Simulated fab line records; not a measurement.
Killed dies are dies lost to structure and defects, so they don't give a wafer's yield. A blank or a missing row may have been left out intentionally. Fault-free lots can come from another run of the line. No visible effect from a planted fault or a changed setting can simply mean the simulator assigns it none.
Which of the tools did it? | flow nand_harc | 34 wafers from 12 lots sampled at 5 of the route's 1302 steps

== WHAT THE GAUGES READ, wafer by wafer ==
NHARC_A_ONON_D1_INSPECT_32. Usual: raw_defect_count 80, standard deviation 28.
lot  | measured     | on                | raw_defect_count | flag
L949 | day 8 11:19  | defect_inspect-01 | 83 119 131       |
L950 | day 9 02:47  | defect_inspect-01 | 58 90 72         |
L952 | day 10 06:08 | defect_inspect-01 | 119 101 98       |
L955 | day 11 04:00 | defect_inspect-02 | 117 77 131       |
L954 | day 11 04:01 | defect_inspect-01 | 104 65 55        |
L956 | day 11 19:09 | defect_inspect-01 | 89 50 107        |
L957 | day 11 19:09 | defect_inspect-02 | 61 47 30         |
L958 | day 12 13:40 | defect_inspect-02 | 86 42 60         |
L964 | day 14 23:28 | defect_inspect-01 | 41 64 59         |
L965 | day 15 11:52 | defect_inspect-02 | 50 136 50        |
L966 | day 15 18:24 | defect_inspect-02 | 106              |
L970 | day 17 16:30 | defect_inspect-01 | 75 79 77         |

NHARC_END_SORT_01. Usual: killed_at_array 62, standard deviation 20; killed_at_other 0.8, standard deviation 1.1; killed_at_periphery 3.5, standard deviation 2.4; killed_dies 66, standard deviation 21; killed_open 3.5, standard deviation 1.9; killed_short 2.5, standard deviation 1.7.
lot  | measured     | on        | killed_at_array | killed_at_other | killed_at_periphery | killed_dies | killed_open | killed_short | flag
L949 | day 24 10:16 | prober-01 | 47 62 74        | 1 0 1           | 5 6 1               | 53 68 76    | 5 2 2       | 1 3 2        |
L950 | day 25 12:48 | prober-01 | 45 49 42        | 0 1 1           | 3 3 3               | 48 53 46    | 7 4 6       | 3 5 4        |
L952 | day 26 01:20 | prober-01 | 72 67 54        | 0 1 0           | 1 1 1               | 73 69 55    | 3 3 3       | 2 3 2        |
L955 | day 27 10:03 | prober-02 | 93 79 86        | 0 0 0           | 0 0 2               | 93 79 88    | 7 4 5       | 7 4 3        |
L954 | day 27 19:41 | prober-01 | 91 88 90        | 1 1 1           | 3 4 4               | 95 93 95    | 3 3 3       | 1 3 2        |
L956 | day 27 10:05 | prober-01 | 37 32 32        | 1 1 4           | 3 3 2               | 41 36 38    | 4 6 2       | 5 2 2        |
L957 | day 27 19:41 | prober-02 | 58 70 85        | 2 1 1           | 3 0 0               | 63 71 86    | 5 11 1      | 4 1 3        |
L958 | day 29 16:10 | prober-01 | 53 47 53        | 1 2 1           | 8 6 5               | 62 55 59    | 2 3 1       | 5 1 4        |
L964 | day 31 00:33 | prober-01 | 43 51 43        | 0 0 2           | 7 9 7               | 50 60 52    | 1 5 4       | 2 2 2        |
L965 | day 31 11:14 | prober-02 | 82 72 68        | 0 4 1           | 3 8 5               | 85 84 74    | 2 5 4       | 3 3 1        |
L966 | day 31 03:44 | prober-02 | 70              | 2               | 5                   | 77          | 2           | 5            |
L970 | day 34 00:05 | prober-02 | 69 79 81        | 2 1 0           | 9 7 7               | 80 87 88    | 5 1 3       | 2 5 4        |

== WHICH TOOL RAN EACH LOT (tool, then ch and the chambers of the sampled wafers, then the start) ==
lot  | NHARC_A_CHANNEL_HOLE_D1_ETCH_39    | NHARC_A_CHANNEL_HOLE_D1_ETCH_20  | NHARC_A_CHANNEL_HOLE_D1_ETCH_21
L949 | rie_diel-01 ch 0,1,2, day 8 14:52  | har_etch-02 ch 0,1, day 8 15:58  | har_etch-02 ch 0,1, day 8 16:17
L950 | rie_diel-01 ch 0,3, day 9 11:41    | har_etch-01 ch 0,1, day 9 12:49  | har_etch-01 ch 0,1, day 9 13:09
L952 | rie_diel-05 ch 1,2,3, day 10 09:25 | har_etch-02 ch 0,1, day 10 10:35 | har_etch-02 ch 0,1, day 10 10:57
L955 | rie_diel-01 ch 0,1,3, day 11 08:28 | har_etch-02 ch 0,1, day 11 09:32 | har_etch-02 ch 0,1, day 11 09:51
L954 | rie_diel-03 ch 1,3, day 11 08:38   | har_etch-01 ch 0,1, day 11 09:54 | har_etch-01 ch 0,1, day 11 10:13
L956 | rie_diel-01 ch 0,1, day 11 22:08   | har_etch-01 ch 0,1, day 11 23:14 | har_etch-01 ch 0,1, day 11 23:32
L957 | rie_diel-01 ch 0,3, day 12 00:08   | har_etch-01 ch 0,1, day 12 03:24 | har_etch-01 ch 0,1, day 12 03:43
L958 | rie_diel-01 ch 0,2,3, day 12 20:31 | har_etch-01 ch 0,1, day 13 01:23 | har_etch-01 ch 0,1, day 13 01:45
L964 | rie_diel-01 ch 0,1, day 15 02:31   | har_etch-02 ch 0,1, day 15 05:13 | har_etch-02 ch 0,1, day 15 05:31
L965 | rie_diel-01 ch 0,1,2, day 15 14:57 | har_etch-01 ch 0, day 15 16:04   | har_etch-01 ch 0, day 15 16:22
L966 | rie_diel-01 ch 1, day 16 01:34     | har_etch-02 ch 0, day 16 03:18   | har_etch-02 ch 0, day 16 03:44
L970 | rie_diel-05 ch 0,3, day 17 19:52   | har_etch-02 ch 0,1, day 17 21:24 | har_etch-02 ch 0,1, day 17 21:43
- NHARC_A_CHANNEL_HOLE_D1_ETCH_39: etches the open film in N2/H2, target depth 260 nm, time 325 s.
- NHARC_A_CHANNEL_HOLE_D1_ETCH_20: etches the open film in C4F8/O2/Ar, time 361.9 s, target depth 1600 nm.
- NHARC_A_CHANNEL_HOLE_D1_ETCH_21: etches the open film in C4F8/O2/Ar, time 514.3 s, target depth 1600 nm.

== AS READ BY THE TOOLS THEMSELVES (means over the sampled wafers that have a number; for cases with no such wafer, the mark the record gives instead) ==
NHARC_A_CHANNEL_HOLE_D1_ETCH_39. Usual: drypump_motor_current_A 5.6 A, standard deviation 0.5; mfc_ar_sccm 0.010 sccm, standard deviation 0.01; oes_product_au 1.003 a.u., standard deviation 0.0088; rf_vpp_V 431.7 V, standard deviation 2.4; showerhead_plenum_p_Torr 2.08 Torr, standard deviation 0.085; throttle_valve_pct 14.172 %, standard deviation 0.0089.
lot  | tool        | drypump_motor_current_A (A) | mfc_ar_sccm (sccm) | oes_product_au (a.u.) | rf_vpp_V (V) | showerhead_plenum_p_Torr (Torr) | throttle_valve_pct (%) | flag
L949 | rie_diel-01 | 5.8                         | 0.005              | 1.003                 | 432.8        | 2.10                            | 14.171                 |
L950 | rie_diel-01 | 5.4                         | 0.013              | 1.003                 | 433.7        | 2.14                            | 14.169                 |
L952 | rie_diel-05 | 5.7                         | 0.002              | 1.004                 | 428.2        | 1.97                            | 14.169                 |
L955 | rie_diel-01 | 5.5                         | 0.013              | 1.004                 | 432.2        | 2.11                            | 14.170                 |
L954 | rie_diel-03 | 6.4                         | 0.003              | 1.008                 | 426.1        | 1.89                            | 14.177                 |
L956 | rie_diel-01 | 5.3                         | 0.008              | 1.005                 | 432.8        | 2.12                            | 14.178                 |
L957 | rie_diel-01 | 5.3                         | 0.013              | 1.005                 | 432.4        | 2.14                            | 14.170                 |
L958 | rie_diel-01 | 5.7                         | 0.010              | 1.008                 | 434.0        | 2.12                            | 14.161                 |
L964 | rie_diel-01 | 5.4                         | 0.007              | 1.008                 | 432.5        | 2.09                            | 14.169                 |
L965 | rie_diel-01 | 5.7                         | 0.005              | 1.010                 | 431.6        | 2.09                            | 14.183                 |
L966 | rie_diel-01 | 5.6                         | 0.007              | 0.994                 | 431.1        | 2.06                            | 14.175                 |
L970 | rie_diel-05 | 5.1                         | 0.011              | 1.001                 | 431.3        | 2.08                            | 14.175                 |

NHARC_A_CHANNEL_HOLE_D1_ETCH_20. Usual: drypump_motor_current_A 5.9 A, standard deviation 0.42; mfc_ar_sccm 375.1 sccm, standard deviation 0.99; showerhead_plenum_p_Torr 3.65 Torr, standard deviation 0.074; throttle_valve_pct 32.154 %, standard deviation 0.0094.
lot  | tool        | drypump_motor_current_A (A) | mfc_ar_sccm (sccm) | showerhead_plenum_p_Torr (Torr) | throttle_valve_pct (%) | flag
L949 | har_etch-02 | 5.6                         | 374.1              | 3.71                            | 32.148                 |
L950 | har_etch-01 | 5.9                         | 376.0              | 3.63                            | 32.157                 |
L952 | har_etch-02 | 6.1                         | 375.2              | 3.72                            | 32.147                 |
L955 | har_etch-02 | 5.6                         | 375.2              | 3.69                            | 32.153                 |
L954 | har_etch-01 | 5.9                         | 374.4              | 3.62                            | 32.148                 |
L956 | har_etch-01 | 6.0                         | 375.5              | 3.66                            | 32.157                 |
L957 | har_etch-01 | 6.0                         | 375.5              | 3.66                            | 32.155                 |
L958 | har_etch-01 | 6.0                         | 376.0              | 3.65                            | 32.152                 |
L964 | har_etch-02 | 5.7                         | 375.4              | 3.66                            | 32.153                 |
L965 | har_etch-01 | 5.7                         | 374.6              | 3.54                            | 32.150                 |
L966 | har_etch-02 | 5.2                         | 374.2              | 3.62                            | 32.143                 |
L970 | har_etch-02 | 5.6                         | 375.4              | 3.64                            | 32.159                 |

NHARC_A_CHANNEL_HOLE_D1_ETCH_21. Usual: drypump_motor_current_A 5.9 A, standard deviation 0.42; mfc_ar_sccm 374.9 sccm, standard deviation 0.99; showerhead_plenum_p_Torr 3.65 Torr, standard deviation 0.074; throttle_valve_pct 32.154 %, standard deviation 0.0088.
lot  | tool        | drypump_motor_current_A (A) | mfc_ar_sccm (sccm) | showerhead_plenum_p_Torr (Torr) | throttle_valve_pct (%) | flag
L949 | har_etch-02 | 5.6                         | 374.2              | 3.71                            | 32.154                 |
L950 | har_etch-01 | 5.9                         | 375.5              | 3.63                            | 32.153                 |
L952 | har_etch-02 | 6.1                         | 375.9              | 3.72                            | 32.161                 |
L955 | har_etch-02 | 5.6                         | 374.7              | 3.69                            | 32.149                 |
L954 | har_etch-01 | 5.9                         | 374.9              | 3.62                            | 32.154                 |
L956 | har_etch-01 | 6.0                         | 374.3              | 3.66                            | 32.152                 |
L957 | har_etch-01 | 6.0                         | 375.3              | 3.66                            | 32.154                 |
L958 | har_etch-01 | 6.0                         | 375.3              | 3.65                            | 32.155                 |
L964 | har_etch-02 | 5.6                         | 374.7              | 3.66                            | 32.155                 |
L965 | har_etch-01 | 5.7                         | 375.8              | 3.54                            | 32.154                 |
L966 | har_etch-02 | 5.2                         | 375.5              | 3.62                            | 32.153                 |
L970 | har_etch-02 | 5.6                         | 375.9              | 3.64                            | 32.157                 |

== THE ANSWER, worked out from the rows above alone ==
Rule: a lot counts as off when the mean over its wafers that have a number is more than 3 standard deviations away from the usual mean. A lot without any number at a reading at which 4 lots or more have one is off too. Any other lot the step has rows for is counted as sound. The gauges are gone through in route order, then the tools' own readings, and for those a lot's mean is taken as printed above. The first step at which some lot is off is used, and at that step the reading that is off furthest; a lot without a number counts as furthest.
None of the lots is off at any reading shown; this tells nothing.

== WHAT THE SIMULATOR PUT IN ==
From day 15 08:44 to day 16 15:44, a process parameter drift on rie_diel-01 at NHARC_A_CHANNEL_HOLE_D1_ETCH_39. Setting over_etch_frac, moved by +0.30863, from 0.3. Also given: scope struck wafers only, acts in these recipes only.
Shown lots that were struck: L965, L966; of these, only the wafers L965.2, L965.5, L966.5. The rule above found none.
